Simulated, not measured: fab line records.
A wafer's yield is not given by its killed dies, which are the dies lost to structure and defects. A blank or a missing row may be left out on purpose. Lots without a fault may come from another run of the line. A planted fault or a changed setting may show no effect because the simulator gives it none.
Split-lot experiment	flow n5-finfet	21 wafers read from 7 lots, route of 1938 steps

ON THE SPLIT
At N5_BEOL_M9_ETCH_65 (etches SiARC in CF4, target depth 15.6 nm, time 26 s), the setting bias-w was moved away from the recipe's 36 W on 9 of the 21 wafers read, by -17.5% to +13.8%. This setting was run at the recipe's value on the other wafers.

The reading comes from the split's own step.

THE READING
rf-vpp-V, in V, at N5_BEOL_M9_ETCH_65 (etches SiARC in CF4, target depth 15.6 nm, time 26 s). Fault-free wafers of this fab line usually give 184.2 V, standard deviation 0.93 V.

wafer	tool, chamber at the split	bias-w as run, W	against the recipe	rf-vpp-V, V	against lot-mates on the recipe
L075.1	rie-diel-03, 2	29.69	-17.5%	162.4	-20.5
L075.4	rie-diel-03, 1	36	recipe	182.9	-
L075.6	rie-diel-03, 3	29.69	-17.5%	162.0	-20.9
L079.1	rie-diel-04, 3	36	recipe	182.7	-
L079.2	rie-diel-04, 0	36	recipe	184.2	-
L079.5	rie-diel-04, 2	40.97	+13.8%	198.5	+15.1
L084.3	rie-diel-05, 0	29.98	-16.7%	163.7	-21.0
L084.4	rie-diel-05, 3	29.98	-16.7%	164.1	-20.6
L084.6	rie-diel-05, 1	36	recipe	184.7	-
L085.2	rie-diel-05, 1	36	recipe	184.4	-
L085.5	rie-diel-05, 2	32.65	-9.3%	172.8	-11.6
L085.6	rie-diel-05, 1	32.65	-9.3%	173.9	-10.5
L086.2	rie-diel-04, 1	36	recipe	183.6	-
L086.3	rie-diel-04, 3	31.11	-13.6%	167.7	-16.6
L086.5	rie-diel-04, 2	36	recipe	184.9	-
L088.2	rie-diel-05, 3	36	recipe	186.4	-
L088.3	rie-diel-05, 2	33.86	-5.9%	177.6	-8.7
L088.4	rie-diel-05, 1	36	recipe	186.2	-
L090.2	rie-diel-05, 1	36	recipe	185.5	-
L090.4	rie-diel-05, 3	36	recipe	185.3	-
L090.6	rie-diel-05, 3	36	recipe	184.5	-

FIT RESULTS
A straight line over all 21 wafers: rf-vpp-V changes by +1.21 V for each +1% of bias-w; r = +0.99; the points scatter about the line by 1.2 V.
The same after taking each lot's own level away (the mean of its wafers on the recipe; 21 wafers): +1.19 V for each +1%; r = +1.00; scatter 0.67 V.
That fit puts the effect of the largest move of bias-w on the reading at 21 V.
The lots' own levels span 182.90 to 186.30 V, that is 3.7 times the standard deviation above.
The two slopes agree, so the slope changes little with the lot-to-lot level.
Check: -21.2 V against its lot-mates is what the line predicts for one of the wafers moved furthest among these (-17.5%) when that wafer is left out of the fit. It came out at -20.5 V against them.
Tool readings at the split's step, against how far the setting was moved: etch-rf-on-time-s r = -0.79; rf-vpp-V r = +0.99.

FURTHER SPLITS ON THESE WAFERS
Before the reading, these wafers also passed through other splits. Each is held against what the fit with the lots' levels taken away leaves over:
other split on the same wafers	wafers away from the commonest value	r with rf-vpp-V (lot level and that fit taken away)
N5_BEOL_M5_VIA_ETCH_34 bias-w	8	-0.08
N5_BEOL_M5_TRENCH_ETCH_37 bias-w	7	+0.32
N5_BEOL_M7_COAT_05 spin-rpm	6	+0.46
N5_BEOL_M7_EXPOSE_25 dose-mj	10	+0.08
N5_BEOL_M7_VIA_ETCH_34 source-w	10	+0.40

THE WHOLE CHAIN: every reading that the file lists as answering this split, in the file's order
step	what it does	reading	change (the file's fit)	r (the file's)
N5_BEOL_M9_ETCH_65	etches SiARC in CF4, target depth 15.6 nm, time 26 s	etch-rf-on-time-s	withheld for each +1% of the setting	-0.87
N5_BEOL_M9_ETCH_65	etches SiARC in CF4, target depth 15.6 nm, time 26 s	rf-vpp-V	+1.2 V for each +1% of the setting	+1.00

THE FILE'S OWN FIT
rf-vpp-V changes by +1.2 V for each +1% of bias-w, r = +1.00.
